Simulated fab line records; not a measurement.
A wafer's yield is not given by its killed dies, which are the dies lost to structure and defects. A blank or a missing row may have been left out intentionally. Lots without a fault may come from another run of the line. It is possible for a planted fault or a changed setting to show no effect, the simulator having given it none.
What tool caused it? -- flow n5Finfet -- 12 lots with 36 wafers sampled at 2 steps, on a route of 1938 steps

## WHAT EACH GAUGE READ, for each wafer
N5_BEOL_M12_THK_MEAS_01.
lot,measured,on,M12_ILD_THK (nm)
L075,day 11 13:25,filmMetro-02,660 675 661
L077,day 12 02:35,filmMetro-01,644 653 672
L078,day 12 11:30,filmMetro-02,662 659 658
L081,day 13 05:19,filmMetro-01,645 647 658
L083,day 13 17:11,filmMetro-01,646 654 662
L085,day 14 10:52,filmMetro-02,661 667 659
L088,day 14 16:08,filmMetro-01,644 664 675
L089,day 14 17:29,filmMetro-01,660 654 670
L090,day 15 06:46,filmMetro-02,653 664 664
L093,day 15 20:41,filmMetro-01,643 660 651
L095,day 16 14:16,filmMetro-02,657 657 658
L096,day 17 13:01,filmMetro-01,658 653 647

## EACH LOT AND THE TOOL THAT RAN IT (in order: tool; ch and the chambers of the sampled wafers; start)
lot,N5_BEOL_M11_DEP_56
L075,"pecvd-01 ch 0,1,2, day 11 13:09"
L077,"pecvd-04 ch 0,1,2, day 12 02:20"
L078,"pecvd-01 ch 0,1,2, day 12 11:14"
L081,"pecvd-04 ch 0,1,2, day 13 05:04"
L083,"pecvd-02 ch 0,1, day 13 16:55"
L085,"pecvd-04 ch 0,2, day 14 10:36"
L088,"pecvd-04 ch 0,1,2, day 14 15:52"
L089,"pecvd-01 ch 0,1, day 14 17:13"
L090,"pecvd-02 ch 0,1, day 15 06:24"
L093,"pecvd-01 ch 1,2, day 15 20:25"
L095,"pecvd-01 ch 0,1,2, day 16 14:00"
L096,"pecvd-02 ch 0,2, day 17 12:45"
- N5_BEOL_M11_DEP_56: deposits SiCN from 3MS/NH3, target thk 30 nm, time 10.5 s.

## THE ANSWER, worked out from the rows above alone
Rule: usual is defined by the lots themselves. Put in order of their means at a reading, lots are off if they are a third of the lots or fewer, leave a main group of 4 or more, and stand apart from it by a gap of 3 or more times the standard deviation of the main group's means; of several such gaps the widest counts. A main group is skipped when, at the precision printed for the reading in the tables above, its means are all equal. A lot without any number at a reading at which 4 lots or more have one is off too. Any other lot the step has rows for is counted as sound.
None of the lots is off at any reading shown; this tells nothing.

## WHAT THE SIMULATOR PUT IN
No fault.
